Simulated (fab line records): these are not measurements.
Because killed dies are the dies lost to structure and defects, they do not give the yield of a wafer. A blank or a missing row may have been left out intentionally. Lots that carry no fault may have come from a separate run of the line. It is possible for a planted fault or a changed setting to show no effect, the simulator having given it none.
fab line records	flow n5_finfet	part 1 of 2: steps 1 to 4 of 6
record lots=22	wafers=66	last_day=20
route steps=1938 shown STI_FIN_REVEAL@183 DUMMY_GATE@234
lots with no fault: from the same line, run without faults
start_h: hours from the record's opening day to when the first of the lot's shown wafers began	wait_h: hours from the lot's prior step to this one	" as in the row above	L1.1+2: several wafers, shown together as one row	- no value, or no start given	* or withheld: withheld	< > ~ a bound
route shown NAME@n: NAME is a module with steps in the file, n the number in the route of the first one	usual: mean and standard deviation over wafers with no fault	same: alike in all rows	chamber/n: place in a boat	sites: the reading at each site	_std_site: standard deviation of those values	_edge_site: inner sites' mean taken away from outer sites' mean	radius_mm: for every site, how far away it sits from the centre of the wafer	mask NAME#n: copy n	behind: tool/chamber where the wafer was last shaped	hold: what put the lot on hold/how long, in hours/how the hold closed	device: names the non-switching transistor (n, p or np)	end of line: tests of these same wafers at the route's end	step lacking rows: just its recipe	killed: dies that structure and defects cost at the first sort, which is not the same as the wafer's yield	map: a wafer's dies, marking killed ones x, the rest . and places with no die _
set.NAME: the setting as run; set.NAME@STEP: as run at that earlier step	model.NAME: the simulator's own value behind a step, which no gauge read
route steps across a sampled set of lots; one table per step, one row per wafer
services: when a tool's chamber went out of use (start_h, in hours from the record's first day, below 0 if earlier), for how many hours, and the reason
## steps
# step N5_STI_FIN_REVEAL_ALD_00
# recipe material=SiO2	target_thk_a=10	temp_c=300	ald_precursor_family=BDEAS	ald_co_reactant=O2-plasma	pulse_time_s=1	pressure_torr=2
# usual heater_power_w=478/39	precursor_pulse_height_rel=0.999/0.021
lot.wafer	tool	chamber	start_h	wait_h	heater_power_w	precursor_pulse_height_rel
L074.4	ald_sin-02	0	27.75	0.0	549	1.002
L074.5	"	1	"	"	458	1.038
L074.6	"	0	"	"	542	1.003
L075.2	ald_sin-01	0	34.67	1.5	534	1.012
L075.4	"	1	"	"	494	0.969
L075.6	"	3	"	"	452	1.016
L076.1	ald_sin-02	3	42.57	0.0	453	0.996
L076.2	"	2	"	"	518	0.981
L076.5	"	0	"	"	536	0.981
L077.1	ald_sin-03	2	46.04	0.0	456	1.009
L077.3	"	3	"	"	436	0.981
L077.5	"	1	"	"	447	1.008
L078.2	ald_sin-01	2	51.80	0.2	437	1.010
L078.4	"	0	"	"	531	0.995
L078.5	"	1	"	"	488	1.013
L079.1	ald_sin-03	0	58.99	0.0	432	1.022
L079.2	"	3	"	"	446	1.004
L079.6	"	0	"	"	425	0.957
L080.1	ald_sin-02	2	65.54	0.2	504	0.999
L080.3	"	3	"	"	454	1.013
L080.6	"	3	"	"	463	0.976
L081.3	ald_sin-02	3	69.55	0.0	458	1.016
L081.4	"	1	"	"	465	0.997
L081.5	"	2	"	"	507	0.991
L083.1	ald_sin-01	3	81.76	0.1	450	1.020
L083.5	"	1	"	"	495	0.986
L083.6	"	0	"	"	537	0.988
L084.1	ald_sin-02	3	88.01	0.1	447	0.992
L084.3	"	0	"	"	550	1.008
L084.6	"	2	"	"	517	1.005
L085.1	ald_sin-02	3	94.47	0.9	449	1.008
L085.2	"	2	"	"	520	0.995
L085.6	"	0	"	"	542	1.015
L086.3	ald_sin-03	1	101.15	0.0	445	0.993
L086.4	"	0	"	"	431	0.990
L086.5	"	2	"	"	472	0.994
L087.3	ald_sin-03	1	107.44	0.0	439	0.995
L087.5	"	0	"	"	432	1.010
L087.6	"	1	"	"	451	1.002
L088.1	ald_sin-02	2	112.56	0.0	507	0.966
L088.2	"	0	"	"	548	0.998
L088.5	"	3	"	"	449	0.987
L089.1	ald_sin-01	0	119.10	0.3	521	1.002
L089.3	"	2	"	"	447	0.991
L089.4	"	3	"	"	423	0.955
L090.2	ald_sin-02	3	123.95	0.0	452	0.996
L090.3	"	2	"	"	511	0.990
L090.4	"	1	"	"	476	0.984
L091.3	ald_sin-01	2	129.80	0.0	462	0.970
L091.5	"	1	"	"	485	0.983
L091.6	"	0	"	"	534	1.027
L093.1	ald_sin-03	1	142.01	0.0	447	0.980
L093.4	"	0	"	"	421	0.958
L093.5	"	3	"	"	429	0.999
L094.1	ald_sin-01	3	147.94	0.5	438	0.990
L094.5	"	2	"	"	465	1.016
L094.6	"	1	"	"	488	1.032
L095.2	ald_sin-02	1	153.74	0.0	463	0.996
L095.3	"	3	"	"	455	1.008
L095.5	"	0	"	"	546	0.976
L096.1	ald_sin-01	3	160.02	0.0	447	0.989
L096.3	"	2	"	"	472	1.025
L096.5	"	2	"	"	459	0.981
L097.1	ald_sin-02	0	166.06	0.4	550	1.015
L097.2	"	1	"	"	472	1.021
L097.3	"	2	"	"	525	0.975
# step N5_DUMMY_GATE_DESCUM_20
# recipe chemistry=O2	time_s=6.2	source_power_w=50	bias_power_w=20	pressure_mtorr=20	rf_frequency_hz=2.712e+07	temp_c=40	resist=CAR-EUV	o2_flow_sccm=225
# usual drypump_motor_current_A=5.7/0.48	oes_product_au=0.81/0.078	rf_vpp_V=243.3/1.3	showerhead_plenum_p_Torr=2.10/0.064	throttle_valve_pct=20.31/0.19
lot.wafer	tool	chamber	start_h	wait_h	drypump_motor_current_A	oes_product_au	rf_hours_counter_h	rf_vpp_V	showerhead_plenum_p_Torr	throttle_valve_pct
L074.4	rie_diel-03	3	46.22	0.2	5.1	0.89	-	246.0	2.22	20.30
L074.5	"	2	"	"	6.2	0.79	-	241.6	2.01	19.97
L074.6	"	0	"	"	5.5	0.80	-	243.2	2.11	20.23
L075.2	rie_diel-05	2	52.99	0.0	4.8	0.96	7	244.1	2.14	20.19
L075.4	"	2	"	"	4.8	0.95	-	243.4	2.14	20.18
L075.6	"	3	"	"	6.1	0.81	-	244.2	2.13	20.35
L076.1	rie_diel-03	1	60.16	0.3	5.4	1.00	1	242.4	2.05	20.06
L076.2	"	3	"	"	5.1	0.87	50	244.5	2.21	20.31
L076.5	"	1	"	"	5.4	0.99	-	242.9	2.05	20.06
L077.1	rie_diel-05	0	63.97	0.1	5.6	0.73	171	242.5	2.09	20.57
L077.3	"	2	"	"	4.8	0.95	11	244.4	2.14	20.18
L077.5	"	3	"	"	6.1	0.81	-	243.6	2.12	20.40
L078.2	rie_diel-05	1	70.02	0.4	6.5	0.69	229	242.8	2.06	20.54
L078.4	"	2	"	"	4.8	0.94	-	243.2	2.14	20.19
L078.5	"	3	"	"	6.1	0.80	-	243.0	2.12	20.38
L079.1	rie_diel-05	2	76.35	0.0	4.8	0.92	16	242.8	2.14	20.18
L079.2	"	1	"	"	6.5	0.69	232	241.6	2.06	20.51
L079.6	"	2	"	"	4.8	0.92	-	244.6	2.14	20.19
L080.1	rie_diel-06	3	84.77	0.0	5.7	0.77	125	246.2	2.17	20.23
L080.3	"	2	"	"	6.0	0.82	81	243.4	2.13	20.68
L080.6	"	0	"	"	5.9	0.78	-	244.3	2.18	20.13
L081.3	rie_diel-03	2	88.97	0.2	6.1	0.77	139	241.0	2.01	20.00
L081.4	"	0	"	"	5.5	0.78	134	243.0	2.10	20.24
L081.5	"	1	"	"	5.4	0.96	-	244.1	2.05	20.06
L083.1	rie_diel-06	0	99.23	0.0	5.9	0.77	136	244.9	2.18	20.14
L083.5	"	0	"	"	5.9	0.77	-	244.6	2.18	20.14
L083.6	"	2	"	"	6.0	0.81	-	244.3	2.13	20.66
L084.1	rie_diel-03	1	105.64	0.0	5.4	0.93	14	243.7	2.05	20.07
L084.3	"	3	"	"	5.1	0.85	65	244.6	2.21	20.33
L084.6	"	0	"	"	5.5	0.77	-	243.2	2.10	20.27
L085.1	rie_diel-03	1	111.79	0.0	5.4	0.93	16	241.9	2.04	20.09
L085.2	"	3	"	"	5.1	0.85	68	244.9	2.21	20.33
L085.6	"	1	"	"	5.4	0.93	-	243.0	2.04	20.07
L086.3	rie_diel-06	3	120.22	0.1	5.7	0.76	137	244.3	2.17	20.26
L086.4	"	1	"	"	5.5	0.82	103	240.0	1.94	20.44
L086.5	"	2	"	"	6.1	0.80	-	242.8	2.13	20.69
L087.3	rie_diel-05	0	124.79	0.1	5.6	0.71	188	243.3	2.09	20.61
L087.5	"	1	"	"	6.5	0.67	-	241.1	2.06	20.55
L087.6	"	0	"	"	5.6	0.71	-	242.6	2.09	20.61
L088.1	rie_diel-05	3	129.96	0.0	6.1	0.79	131	243.2	2.12	20.41
L088.2	"	2	"	"	4.9	0.89	32	243.4	2.13	20.21
L088.5	"	0	"	"	5.6	0.72	-	243.3	2.09	20.61
L089.1	rie_diel-03	2	137.06	0.0	6.1	0.77	153	241.5	2.00	20.02
L089.3	"	3	"	"	5.1	0.85	76	246.0	2.20	20.36
L089.4	"	0	"	"	5.5	0.77	150	244.6	2.10	20.28
L090.2	rie_diel-06	2	141.85	0.2	6.0	0.78	100	244.1	2.13	20.69
L090.3	"	0	"	"	5.9	0.75	151	244.8	2.17	20.15
L090.4	"	1	"	"	5.5	0.81	110	240.4	1.94	20.45
L091.3	rie_diel-03	2	147.60	0.0	6.1	0.76	156	241.0	2.00	20.03
L091.5	"	3	"	"	5.1	0.84	-	245.4	2.20	20.35
L091.6	"	2	"	"	6.1	0.75	-	241.4	2.00	20.04
L093.1	rie_diel-03	0	160.50	0.0	5.5	0.77	158	243.4	2.10	20.29
L093.4	"	3	"	"	5.1	0.84	83	244.1	2.20	20.37
L093.5	"	0	"	"	5.5	0.77	-	243.0	2.10	20.29
L094.1	rie_diel-05	3	165.46	0.0	6.1	0.78	143	243.1	2.11	20.41
L094.5	"	0	"	"	5.6	0.71	-	241.5	2.08	20.60
L094.6	"	2	"	"	4.8	0.87	-	243.5	2.13	20.21
L095.2	rie_diel-05	3	170.99	0.0	6.1	0.78	146	243.9	2.11	20.43
L095.3	"	2	"	"	4.8	0.86	46	244.1	2.13	20.25
L095.5	"	3	"	"	6.1	0.77	-	245.1	2.11	20.43
L096.1	rie_diel-05	0	180.07	0.1	5.6	0.71	205	243.3	2.08	20.62
L096.3	"	2	"	"	4.9	0.86	48	244.1	2.13	20.23
L096.5	"	2	"	"	4.9	0.86	-	244.4	2.13	20.23
L097.1	rie_diel-06	3	185.43	0.0	5.7	0.74	159	244.8	2.16	20.28
L097.2	"	1	"	"	5.5	0.80	121	240.5	1.93	20.48
L097.3	"	2	"	"	6.0	0.78	113	244.0	2.12	20.71
# step N5_DUMMY_GATE_TRIM_49
# recipe chemistry=O2	resist=SOC	time_s=29	target_cd_nm=14	source_power_w=300	bias_power_w=0	O2_flow_sccm=100	temp_c=20
# usual drypump_motor_current_A=5.8/0.4	he_backside_leak_sccm=2.8/0.32	oes_product_au=0.993/0.022	throttle_valve_pct=8.10/0.11
lot.wafer	tool	chamber	start_h	wait_h	drypump_motor_current_A	he_backside_leak_sccm	oes_product_au	rf_hours_counter_h	throttle_valve_pct
L074.4	rie_si-06	3	46.45	0.1	5.0	3.1	0.968	-	8.20
L074.5	"	2	"	"	4.9	2.4	1.004	-	8.08
L074.6	"	1	"	"	6.0	3.4	0.963	-	8.32
L075.2	rie_si-04	1	53.22	0.0	6.0	3.0	1.026	2	8.04
L075.4	"	0	"	"	6.0	2.8	1.038	156	8.27
L075.6	"	3	"	"	6.4	2.8	1.016	-	8.10
L076.1	rie_si-01	0	60.39	0.0	5.8	2.8	0.972	32	7.91
L076.2	"	3	"	"	6.1	2.6	0.985	120	8.04
L076.5	"	2	"	"	5.7	2.3	0.990	-	8.06
L077.1	rie_si-01	0	64.21	0.0	5.8	2.7	0.978	32	7.92
L077.3	"	1	"	"	5.4	3.1	0.992	112	8.06
L077.5	"	1	"	"	5.4	3.1	0.993	-	8.04
L078.2	rie_si-01	1	70.25	0.0	5.4	3.3	0.987	113	8.04
L078.4	"	2	"	"	5.7	2.3	0.990	55	8.04
L078.5	"	1	"	"	5.4	3.2	0.996	-	8.06
L079.1	rie_si-04	1	76.57	0.0	6.0	3.0	1.015	3	8.03
L079.2	"	2	"	"	5.4	3.0	0.965	165	8.20
L079.6	"	0	"	"	6.1	2.8	1.026	-	8.29
L080.1	rie_si-06	2	85.00	0.0	4.9	2.4	1.008	47	8.10
L080.3	"	3	"	"	5.0	3.0	0.973	180	8.21
L080.6	"	0	"	"	5.5	2.5	1.002	-	8.06
L081.3	rie_si-04	3	89.20	0.0	6.4	3.0	1.008	175	8.11
L081.4	"	0	"	"	6.1	2.7	1.036	156	8.27
L081.5	"	1	"	"	6.0	2.9	1.024	-	8.03
L083.1	rie_si-06	0	99.45	0.0	5.6	2.5	1.002	1	8.07
L083.5	"	0	"	"	5.5	2.5	1.000	-	8.08
L083.6	"	3	"	"	5.1	3.1	0.964	-	8.19
L084.1	rie_si-01	2	105.87	0.0	5.7	2.3	0.985	56	8.06
L084.3	"	0	"	"	5.8	2.8	0.963	32	7.92
L084.6	"	2	"	"	5.7	2.2	0.982	-	8.06
L085.1	rie_si-04	1	112.01	0.0	6.0	2.8	1.014	3	8.03
L085.2	"	0	"	"	6.1	2.7	1.041	157	8.28
L085.6	"	2	"	"	5.4	2.9	0.974	-	8.22
L086.3	rie_si-04	2	120.44	0.0	5.4	2.8	0.977	166	8.22
L086.4	"	0	"	"	6.0	3.0	1.037	157	8.29
L086.5	"	2	"	"	5.4	2.9	0.970	-	8.21
L087.3	rie_si-01	3	125.02	0.0	6.1	2.8	0.971	122	8.02
L087.5	"	1	"	"	5.4	3.2	1.001	-	8.05
L087.6	"	0	"	"	5.8	2.7	0.978	-	7.91
L088.1	rie_si-01	1	130.18	0.0	5.4	3.3	0.985	113	8.05
L088.2	"	2	"	"	5.7	2.2	1.001	56	8.05
L088.5	"	3	"	"	6.1	2.8	0.977	-	8.03
L089.1	rie_si-04	1	137.29	0.0	6.0	2.9	1.024	4	8.04
L089.3	"	0	"	"	6.0	2.8	1.044	157	8.28
L089.4	"	3	"	"	6.4	2.9	1.009	176	8.12
L090.2	rie_si-01	0	142.08	0.0	5.8	2.8	0.963	33	7.94
L090.3	"	1	"	"	5.4	3.1	0.985	114	8.04
L090.4	"	1	"	"	5.4	3.1	0.985	-	8.06
L091.3	rie_si-01	1	147.82	0.0	5.4	3.2	0.981	114	8.04
L091.5	"	2	"	"	5.7	2.3	0.986	-	8.05
L091.6	"	3	"	"	6.1	2.6	0.976	-	8.04
L093.1	rie_si-06	2	160.72	0.0	4.9	2.5	1.003	48	8.11
L093.4	"	3	"	"	5.1	3.1	0.981	182	8.19
L093.5	"	1	"	"	6.0	3.4	0.967	-	8.32
L094.1	rie_si-04	1	165.69	0.0	6.0	2.7	1.024	4	8.04
L094.5	"	3	"	"	6.4	2.8	1.018	-	8.11
L094.6	"	0	"	"	6.0	2.8	1.037	-	8.28
L095.2	rie_si-06	2	171.22	0.0	4.9	2.2	1.009	49	8.12
L095.3	"	1	"	"	6.0	3.3	0.964	154	8.32
L095.5	"	0	"	"	5.6	2.5	1.007	-	8.08
L096.1	rie_si-04	0	180.29	0.0	6.0	2.7	1.038	158	8.29
L096.3	"	2	"	"	5.4	2.8	0.977	167	8.22
L096.5	"	0	"	"	6.0	2.7	1.030	-	8.27
L097.1	rie_si-04	1	185.65	0.0	6.0	2.9	1.024	4	8.05
L097.2	"	3	"	"	6.4	2.8	1.021	177	8.13
L097.3	"	2	"	"	5.4	2.9	0.984	167	8.19
# step N5_DUMMY_GATE_ETCH_31
# recipe chemistry=C4F6/O2	target=SiO2	mask_material=SOC	target_depth_a=825	time_s=27.5	ion_energy_ev=250	pressure_mtorr=30	source_w=345	bias_w=185	Ar_flow_sccm=300	C4F6_flow_sccm=10	O2_flow_sccm=10
# usual drypump_motor_current_A=5.7/0.42	oes_product_au=0.79/0.063	rf_vpp_V=667/13	showerhead_plenum_p_Torr=2.86/0.11	throttle_valve_pct=21.10/0.18
lot.wafer	tool	chamber	start_h	wait_h	drypump_motor_current_A	oes_product_au	rf_hours_counter_h	rf_vpp_V	showerhead_plenum_p_Torr	throttle_valve_pct
L074.4	rie_diel-03	3	46.64	0.1	5.1	0.86	-	653	3.02	21.10
L074.5	"	2	"	"	6.1	0.78	-	671	2.76	20.80
L074.6	"	0	"	"	5.5	0.79	-	682	2.84	20.82
L075.2	rie_diel-06	0	53.42	0.0	5.9	0.79	121	673	2.95	20.82
L075.4	"	3	"	"	5.7	0.78	115	682	2.99	21.15
L075.6	"	0	"	"	5.9	0.79	-	673	2.95	20.81
L076.1	rie_diel-06	1	60.72	0.1	5.5	0.83	92	667	2.64	21.12
L076.2	"	0	"	"	5.9	0.78	124	671	2.95	20.81
L076.5	"	0	"	"	5.9	0.78	-	672	2.95	20.83
L077.1	rie_diel-03	1	64.42	0.0	5.4	0.99	2	638	2.81	20.90
L077.3	"	0	"	"	5.5	0.80	126	681	2.84	20.83
L077.5	"	3	"	"	5.1	0.86	-	656	3.01	21.11
L078.2	rie_diel-06	2	70.44	0.0	6.0	0.82	78	650	2.90	21.40
L078.4	"	3	"	"	5.7	0.78	-	680	2.99	21.16
L078.5	"	2	"	"	6.1	0.82	-	652	2.90	21.40
L079.1	rie_diel-03	2	76.85	0.1	6.1	0.78	136	670	2.75	20.84
L079.2	"	3	"	"	5.1	0.85	55	653	3.01	21.13
L079.6	"	3	"	"	5.1	0.85	-	652	3.01	21.11
L080.1	rie_diel-05	3	85.20	0.0	6.1	0.80	118	677	2.86	21.03
L080.3	"	2	"	"	4.9	0.93	19	658	2.93	21.11
L080.6	"	1	"	"	6.5	0.68	-	680	2.81	21.28
L081.3	rie_diel-06	1	89.52	0.0	5.5	0.82	97	669	2.63	21.12
L081.4	"	2	"	"	6.0	0.79	82	652	2.89	21.39
L081.5	"	0	"	"	5.9	0.78	-	673	2.95	20.83
L083.1	rie_diel-05	0	99.78	0.1	5.6	0.73	180	651	2.82	21.20
L083.5	"	0	"	"	5.6	0.73	-	649	2.82	21.21
L083.6	"	1	"	"	6.5	0.69	-	681	2.81	21.31
L084.1	rie_diel-05	2	106.07	0.0	4.8	0.90	24	659	2.93	21.10
L084.3	"	3	"	"	6.1	0.80	123	677	2.85	21.02
L084.6	"	1	"	"	6.5	0.68	-	680	2.81	21.29
L085.1	rie_diel-05	0	112.32	0.2	5.6	0.72	183	650	2.82	21.22
L085.2	"	2	"	"	4.9	0.91	26	657	2.93	21.12
L085.6	"	2	"	"	4.9	0.92	-	658	2.93	21.12
L086.3	rie_diel-06	0	120.64	0.0	5.9	0.77	144	672	2.94	20.87
L086.4	"	3	"	"	5.7	0.76	137	681	2.98	21.18
L086.5	"	2	"	"	6.0	0.80	-	652	2.89	21.42
L087.3	rie_diel-06	0	125.22	0.0	5.9	0.77	145	672	2.94	20.84
L087.5	"	2	"	"	6.0	0.79	-	651	2.89	21.40
L087.6	"	3	"	"	5.7	0.75	-	682	2.98	21.18
L088.1	rie_diel-05	2	130.38	0.0	4.8	0.89	32	658	2.93	21.11
L088.2	"	0	"	"	5.6	0.71	190	651	2.82	21.20
L088.5	"	3	"	"	6.1	0.79	-	677	2.85	21.03
L089.1	rie_diel-06	1	137.80	0.2	5.5	0.82	109	666	2.63	21.15
L089.3	"	3	"	"	5.7	0.75	143	682	2.98	21.19
L089.4	"	0	"	"	5.9	0.77	149	672	2.94	20.85
L090.2	rie_diel-06	2	142.35	0.1	6.0	0.79	100	650	2.89	21.43
L090.3	"	1	"	"	5.5	0.82	110	667	2.63	21.15
L090.4	"	3	"	"	5.7	0.75	145	682	2.98	21.20
L091.3	rie_diel-03	0	148.02	0.0	5.5	0.77	153	682	2.82	20.86
L091.5	"	0	"	"	5.5	0.77	-	680	2.83	20.88
L091.6	"	3	"	"	5.1	0.83	-	655	3.00	21.16
L093.1	rie_diel-05	3	160.92	0.0	6.1	0.78	141	676	2.85	21.03
L093.4	"	3	"	"	6.1	0.78	-	678	2.85	21.04
L093.5	"	2	"	"	4.8	0.87	-	659	2.92	21.13
L094.1	rie_diel-06	0	165.89	0.0	5.9	0.76	159	673	2.94	20.88
L094.5	"	2	"	"	6.0	0.79	-	652	2.88	21.46
L094.6	"	1	"	"	5.6	0.81	-	667	2.63	21.14
L095.2	rie_diel-03	0	171.41	0.0	5.5	0.76	161	681	2.82	20.88
L095.3	"	1	"	"	5.4	0.89	36	638	2.79	20.98
L095.5	"	1	"	"	5.4	0.90	-	638	2.79	20.96
L096.1	rie_diel-06	0	180.49	0.0	5.9	0.75	163	672	2.93	20.88
L096.3	"	3	"	"	5.7	0.74	157	681	2.97	21.21
L096.5	"	0	"	"	5.9	0.75	-	672	2.93	20.86
L097.1	rie_diel-05	2	185.85	0.0	4.9	0.87	50	659	2.92	21.14
L097.2	"	0	"	"	5.6	0.71	207	650	2.81	21.24
L097.3	"	1	"	"	6.5	0.95	4	679	2.80	20.99
